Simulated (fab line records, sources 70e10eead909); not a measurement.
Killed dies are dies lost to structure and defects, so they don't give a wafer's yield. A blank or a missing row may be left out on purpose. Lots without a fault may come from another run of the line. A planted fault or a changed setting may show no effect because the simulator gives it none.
A struck lot beside a sound one | flow nand_harc | 14 steps out of a route of 1302
Sound: wafers L417.3, L417.4, L417.6. Struck: wafer L427.4. (L427.1, L427.5 of the same lot were not struck and are left out.) The cause comes at the end.
At each step with rows: each side's tool, then ch and its chambers, then its first start. Under that, the readings that differ: sound wafers | struck wafers | difference of the means | sigmas: that difference in standard deviations of wafers without a fault.
alike: readings whose means differ by less than 2 such deviations, and words and numbers that are the same on both sides. not compared: withheld readings, readings that some wafer has no value for, bounds like >300 that may hide the same value, and numbers for which the record gives no deviation and whose values overlap.
The two part at a step that has a row with sigmas, a row that says differs or no value, or rows on one side only. Numbers that don't overlap but have no deviation are shown without sigmas and don't part them. A reading that every wafer of one side lacks parts them only if that side has two wafers or more.

first, 1 step without rows for these wafers: NHARC_A_WL_FILL_ANNEAL_08 (time 1800 s).
NHARC_A_WL_FILL_ALD_10: deposits SiO2, target thk 50 nm, pulse time 10 s, ald cycles 500.
  sound on ald_hk-04 ch 1,2, day 21 02:05; struck on ald_hk-04 ch 2, day 25 06:40
  alike: heater_power_w, precursor_pulse_height_rel
  not compared: ald_cycles
NHARC_A_WL_FILL_ETCHBACK_16: etches the open film in C4F8/O2/Ar, target depth 120 nm, time 24 s.
  sound on rie_diel-03 ch 1,3; struck on rie_diel-12 ch 0
  alike: oes_product_au, rf_vpp_V
  not compared: rf_hours_counter_h
NHARC_A_WL_FILL_STRIP_29: strips in O2, time 20 s.
  sound on rie_diel-03 ch 0,2,3, day 21 06:51; struck on rie_diel-12 ch 1, day 25 09:52
  alike: drypump_motor_current_A, oes_product_au, rf_vpp_V, showerhead_plenum_p_Torr, throttle_valve_pct
  not compared: rf_hours_counter_h
NHARC_A_WL_FILL_ETCHBACK_17: etches the open film in Cl2/BCl3, target depth 4 nm, time 26.7 s.
  sound on rie_metal-02 ch 0,1, day 21 06:59; struck on rie_metal-02 ch 0, day 25 09:58
  alike: drypump_motor_current_A, oes_product_au
  not compared: rf_hours_counter_h
then, 3 steps without rows for these wafers: NHARC_A_WL_FILL_PRECLEAN_18 (cleans in dHF, time 30 s); NHARC_A_WL_FILL_SRD_21; NHARC_A_WL_FILL_CVD_23 (deposits poly-Si, target thk 40 nm, time 800 s).
NHARC_A_WL_FILL_ETCHBACK_26: etches the open film in HBr, target depth 52 nm, time 13.3 s.
  sound on rie_si-03 ch 0,2,3, day 21 12:03; struck on rie_si-05 ch 0, day 25 15:12
  alike: drypump_motor_current_A, oes_product_au, throttle_valve_pct
  not compared: rf_hours_counter_h
then, 2 steps without rows for these wafers: NHARC_A_WL_FILL_PRECLEAN_30 (cleans in dHF, time 10 s); NHARC_A_WL_FILL_SRD_14.
NHARC_A_WL_FILL_ALD_19: deposits TiN, target thk 2 nm, pulse time 3 s, ald cycles 100.
  sound on ald_metal-02 ch 0,1,2, day 21 12:19; struck on ald_metal-02 ch 0, day 25 15:31
  reading    | sound       | struck | difference | sigmas
  ald_cycles | 100 100 100 | 42     | -58        |
  alike: heater_power_w, precursor_pulse_height_rel
then, 1 step without rows for these wafers: NHARC_A_WL_FILL_CVD_20 (deposits W, target thk 100 nm, time 74 s).
-- the record jumps here: 4 days lie between the struck wafers' starts before and after (it left off in module A_WL_FILL and takes up again in module END, whose first step shown is number 1302 of the route) --
NHARC_END_SORT_01:
  the record has rows for the struck wafers here (prober-02 ch 0, day 29 07:58) and none for the sound ones

WHERE THEY PART
Only at NHARC_END_SORT_01, within this record.

WHY: what the simulator had put in
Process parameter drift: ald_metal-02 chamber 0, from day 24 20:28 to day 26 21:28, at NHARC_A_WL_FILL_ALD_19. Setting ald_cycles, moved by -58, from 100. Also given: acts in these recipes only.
